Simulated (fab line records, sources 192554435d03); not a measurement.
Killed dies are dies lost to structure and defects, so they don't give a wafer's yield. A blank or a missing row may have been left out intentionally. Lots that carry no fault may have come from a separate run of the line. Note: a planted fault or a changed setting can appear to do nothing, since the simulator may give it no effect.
Which tool did it? -- flow n5-finfet -- 13 lots with 37 wafers sampled at 3 steps, on a route of 1938 steps

== WHAT THE GAUGES READ, wafer by wafer ==
N5_BEOL_M11_INSPECT_58: inspects for defects (darkfield).
lot,measured,on,raw-defect-count
L169,day 14 21:43,defect-inspect-02,50 58 74
L167,day 15 03:00,defect-inspect-02,53 61 72
L171,day 15 12:58,defect-inspect-02,47 29 47
L172,day 15 13:15,defect-inspect-01,114 83 138
L173,day 16 13:26,defect-inspect-01,58 49
L175,day 16 13:44,defect-inspect-02,76 57 32
L178,day 16 16:52,defect-inspect-01,36 55 53
L182,day 17 19:47,defect-inspect-01,65 78 58
L186,day 19 04:35,defect-inspect-01,61 62
L187,day 19 12:52,defect-inspect-02,47 50 47
L188,day 19 22:14,defect-inspect-02,72 77 31
L189,day 20 00:11,defect-inspect-02,36 32 48
L190,day 20 11:22,defect-inspect-02,86 82 83

N5_BEOL_M12_OVL_MEAS_11.
lot,measured,on,V11_OVL (nm)
L169,day 14 22:13,overlay-02,1 3 -1
L167,day 15 03:30,overlay-01,3 -1 -2
L171,day 15 13:29,overlay-01,-3 -13 -17
L172,day 15 13:45,overlay-01,12 -3 11
L173,day 16 13:56,overlay-02,13 -4
L175,day 16 14:22,overlay-01,-8 -14 -6
L178,day 16 17:22,overlay-02,10 8 11
L182,day 17 20:28,overlay-02,7 -1 12
L186,day 19 05:13,overlay-01,5 -4
L187,day 19 13:22,overlay-02,-4 -3 -7
L188,day 19 22:52,overlay-02,-3 -6 5
L189,day 20 00:41,overlay-02,10 9 -5
L190,day 20 11:52,overlay-01,7 0 6

== TOOL THAT RAN EACH LOT (tool first, then ch and the chambers of the sampled wafers, then the start) ==
lot,N5_BEOL_M11_SPUTTER_48
L169,"pvd-sputter-02, day 14 20:44"
L167,"pvd-sputter-03, day 15 02:02"
L171,"pvd-sputter-02, day 15 12:01"
L172,"pvd-sputter-03, day 15 12:16"
L173,"pvd-sputter-03, day 16 12:19"
L175,"pvd-sputter-02, day 16 12:46"
L178,"pvd-sputter-03, day 16 15:52"
L182,"pvd-sputter-02, day 17 18:48"
L186,"pvd-sputter-01, day 19 03:30"
L187,"pvd-sputter-03, day 19 11:54"
L188,"pvd-sputter-01, day 19 19:56"
L189,"pvd-sputter-01, day 19 23:12"
L190,"pvd-sputter-03, day 20 10:08"
- N5_BEOL_M11_SPUTTER_48: material Cu, target thk 12 nm, time 2 s.

== AS READ BY THE TOOLS THEMSELVES (means over the sampled wafers that have a number; for cases with no such wafer, the mark the record gives instead) ==
N5_BEOL_M11_SPUTTER_48.
lot,tool,throttle-valve-pct (%)
L169,pvd-sputter-02,30.0
L167,pvd-sputter-03,30.1
L171,pvd-sputter-02,30.0
L172,pvd-sputter-03,30.2
L173,pvd-sputter-03,31.1
L175,pvd-sputter-02,29.9
L178,pvd-sputter-03,30.0
L182,pvd-sputter-02,30.5
L186,pvd-sputter-01,30.8
L187,pvd-sputter-03,30.2
L188,pvd-sputter-01,30.1
L189,pvd-sputter-01,30.1
L190,pvd-sputter-03,30.3

== THE ANSWER, worked out from the rows above alone ==
Rule: the usual values come from the lots themselves. The widest of any qualifying gaps counts: lots, ordered by their means at a reading, are off when they make up no more than a third of the lots, leave a main group of 4 or more, and stand apart from it by 3 or more times the standard deviation of that group's means. A main group is skipped when, at the precision printed for the reading in the tables above, its means are all equal. Also off: a lot with no number at a reading for which 4 or more lots have one. The other lots that the step has rows for count as sound. First the gauges in route order, then the tools' own readings, where a lot's mean is used as printed above. At the first step where some lot is off, the reading lying furthest off is the one used; lots without a number count as furthest.
Across all readings shown, no lot is off: no conclusion can be drawn from this.

== WHAT THE SIMULATOR HAD INSERTED ==
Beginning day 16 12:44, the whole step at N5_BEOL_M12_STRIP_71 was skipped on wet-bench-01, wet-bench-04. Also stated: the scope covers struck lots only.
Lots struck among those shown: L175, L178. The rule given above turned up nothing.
